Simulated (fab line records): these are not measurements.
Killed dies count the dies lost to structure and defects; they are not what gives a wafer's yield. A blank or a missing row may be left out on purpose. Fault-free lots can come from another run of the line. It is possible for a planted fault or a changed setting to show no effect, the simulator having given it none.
Chamber matching ; flow n5-finfet ; 4 sister chambers for N5_BEOL_M12_ETCH_67 on rie-diel-01
The step etches SiARC in CF4, target depth 143 nm, time 238.3 s. 14 wafers are shown with their chamber, then 7 later ones without.

## EACH WAFER AND ITS CHAMBER
wafer;chamber;showerhead-plenum-p-Torr (Torr);drypump-motor-current-A (A);rf-vpp-V (V)
L074.2;0;2.17;6.3;183.1
L074.3;3;2.17;5.9;183.4
L074.4;1;2.09;5.8;183.5
L081.1;3;2.17;6.0;182.8
L081.3;0;2.17;6.3;184.7
L081.6;0;2.17;6.3;184.5
L082.1;2;2.22;5.2;184.9
L082.3;3;2.17;6.0;183.3
L082.4;3;2.17;6.0;183.7
L085.2;0;2.16;6.3;183.4
L085.4;0;2.16;6.3;184.4
L085.5;2;2.22;5.3;185.9
L089.1;1;2.09;5.7;183.3
L089.2;0;2.16;6.3;183.9

SIGNATURES, as means of the wafers listed above
reading;chamber 0;chamber 1;chamber 2;chamber 3;scatter within a chamber
showerhead-plenum-p-Torr;2.1650;2.0900;2.2200;2.1700;0.00387
drypump-motor-current-A;6.300;5.750;5.250;5.975;0.0418
rf-vpp-V;184.000;183.400;185.400;183.300;0.55
Rule: distance of a wafer from a chamber = root of the sum over the readings of ((wafer's reading minus chamber's mean) / reading's scatter) squared. The wafer belongs to the nearest chamber; if the next one is less than 2 further off, it can't be placed. How the scatter is found: for the shown wafers, subtract from each reading the mean of its chamber, square and add these, divide the total by (wafers less chambers), then take the root.

## WAFERS WITHOUT THEIR CHAMBER
wafer;showerhead-plenum-p-Torr (Torr);drypump-motor-current-A (A);rf-vpp-V (V)
L089.3;2.16;6.0;183.3
L090.1;2.16;6.0;184.4
L090.3;2.08;5.7;184.3
L090.5;2.16;6.0;184.2
L095.2;2.21;5.3;183.1
L095.5;2.16;6.0;183.6
L095.6;2.21;5.3;186.7

## EACH ONE'S CHAMBER
wafer;from the rows above;in truth
L089.3;3;3
L090.1;3;3
L090.3;1;1
L090.5;3;3
L095.2;2;2
L095.5;3;3
L095.6;2;2
Placed correctly: 7 of 7. Number that these rows cannot place: 0. 0 placed wrongly.
